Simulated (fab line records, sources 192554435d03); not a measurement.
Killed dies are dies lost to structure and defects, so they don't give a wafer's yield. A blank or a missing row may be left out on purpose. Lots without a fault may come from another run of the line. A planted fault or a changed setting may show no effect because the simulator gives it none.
Chamber matching | flow n5_finfet | N5_BEOL_M8_CURE_74 on uv_cure-02: 3 sister chambers
The step cures SiCOH lowk, time 240 s. 6 wafers are shown with their chamber, then 10 later ones without.

WAFERS WITH THEIR CHAMBER
wafer  | chamber | lamp_power_pct (%) | wafer_temp_C_max
L082.2 | 0       | 52.20              | 386.0
L082.3 | 0       | 52.29              | 386.1
L084.4 | 1       | 52.38              | 386.3
L084.6 | 1       | 52.35              | 386.8
L090.2 | 2       | 52.32              | 386.3
L090.5 | 2       | 52.24              | 386.2

WAFERS WITHOUT THEIR CHAMBER
wafer  | lamp_power_pct (%) | wafer_temp_C_max
L090.6 | 52.38              | 386.7
L089.1 | 52.32              | 386.1
L089.5 | 52.37              | 386.1
L089.6 | 52.27              | 385.9
L089.2 | 52.37              | 386.4
L089.3 | 52.33              | 386.4
L089.4 | 52.47              | 386.0
L092.1 | 52.34              | 386.1
L092.3 | 52.33              | 386.1
L092.4 | 52.25              | 385.8

WHICH CHAMBER EACH WENT THROUGH
wafer  | from the rows above          | in truth
L090.6 | 1                            | 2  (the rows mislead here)
L089.1 | can't be placed: 2 or 0 or 1 | 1
L089.5 | can't be placed: 2 or 1 or 0 | 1
L089.6 | can't be placed: 0 or 2      | 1
L089.2 | can't be placed: 1 or 2      | 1
L089.3 | can't be placed: 1 or 2 or 0 | 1
L089.4 | can't be placed: 1 or 2 or 0 | 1
L092.1 | can't be placed: 2 or 0 or 1 | 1
L092.3 | can't be placed: 2 or 0 or 1 | 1
L092.4 | can't be placed: 0 or 2      | 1
Placed correctly: 0 of 10. Can't be placed from these rows: 9 (the true chamber is among the candidates in 7). Placed wrongly: 1.
How it was worked out, from the rows above alone: a wafer's distance from a chamber is the root of the sum, over the readings, of the square of ((its reading less the chamber's mean) divided by the reading's scatter). The wafer belongs to the nearest chamber; if the next one is less than 2 further off, it can't be placed. A chamber's mean is the mean of its shown wafers. The scatter: the root of (the sum of the squares of (reading less its chamber's mean) over the shown wafers, divided by (wafers less chambers)).
